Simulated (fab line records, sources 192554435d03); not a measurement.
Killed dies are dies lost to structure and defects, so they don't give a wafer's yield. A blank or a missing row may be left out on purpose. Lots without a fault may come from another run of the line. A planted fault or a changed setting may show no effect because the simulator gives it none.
Chamber matching | flow n5_finfet | N5_MOL_CONTACT_COAG_ALD_27 on ald_sin-01: 4 sister chambers
The step deposits SiOC, target thk 17 nm, pulse time 1.5 s, time 2720 s. 20 wafers are shown with their chamber, then 10 later ones without.

WAFERS WITH THEIR CHAMBER
wafer  | chamber | heater_power_w (W) | precursor_pulse_height_rel
L075.1 | 2       | 881                | 1.012
L075.2 | 0       | 805                | 1.014
L075.4 | 3       | 758                | 1.059
L080.1 | 3       | 730                | 1.019
L080.3 | 0       | 786                | 1.048
L080.4 | 2       | 943                | 0.991
L087.1 | 3       | 757                | 0.996
L087.2 | 2       | 946                | 1.003
L087.3 | 1       | 1010               | 1.014
L087.4 | 0       | 785                | 0.981
L087.5 | 2       | 925                | 0.976
L087.6 | 3       | 757                | 0.981
L089.2 | 1       | 1013               | 0.975
L089.4 | 0       | 797                | 1.027
L089.6 | 2       | 923                | 0.988
L091.1 | 1       | 1015               | 0.990
L091.2 | 3       | 740                | 0.987
L091.3 | 2       | 923                | 1.020
L091.4 | 0       | 795                | 1.005
L091.5 | 0       | 797                | 0.976

SIGNATURES (means of the wafers above)
reading                    | chamber 0 | chamber 1 | chamber 2 | chamber 3 | scatter within a chamber
heater_power_w             | 794.17    | 1012.67   | 923.50    | 748.40    | 15.1
precursor_pulse_height_rel | 1.00850   | 0.99300   | 0.99833   | 1.00840   | 0.0249
Rule: a wafer's distance from a chamber is the root of the sum, over the readings, of the square of ((its reading less the chamber's mean) divided by the reading's scatter). The wafer belongs to the nearest chamber; if the next one is less than 2 further off, it can't be placed. The scatter: the root of (the sum of the squares of (reading less its chamber's mean) over the shown wafers, divided by (wafers less chambers)).

WAFERS WITHOUT THEIR CHAMBER
wafer  | heater_power_w (W) | precursor_pulse_height_rel
L091.6 | 764                | 1.022
L093.1 | 803                | 0.988
L093.5 | 923                | 0.990
L093.6 | 760                | 1.014
L095.1 | 773                | 0.965
L095.2 | 1005               | 0.999
L095.4 | 739                | 1.019
L096.4 | 1027               | 1.011
L096.5 | 749                | 1.023
L096.6 | 922                | 1.037

WHICH CHAMBER EACH WENT THROUGH
wafer  | from the rows above     | in truth
L091.6 | can't be placed: 3 or 0 | 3
L093.1 | 0                       | 0
L093.5 | 2                       | 2
L093.6 | can't be placed: 3 or 0 | 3
L095.1 | can't be placed: 0 or 3 | 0
L095.2 | 1                       | 1
L095.4 | 3                       | 3
L096.4 | 1                       | 1
L096.5 | 3                       | 3
L096.6 | 2                       | 2
Placed correctly: 7 of 10. Can't be placed from these rows: 3 (the true chamber is among the candidates in 3). Placed wrongly: 0.
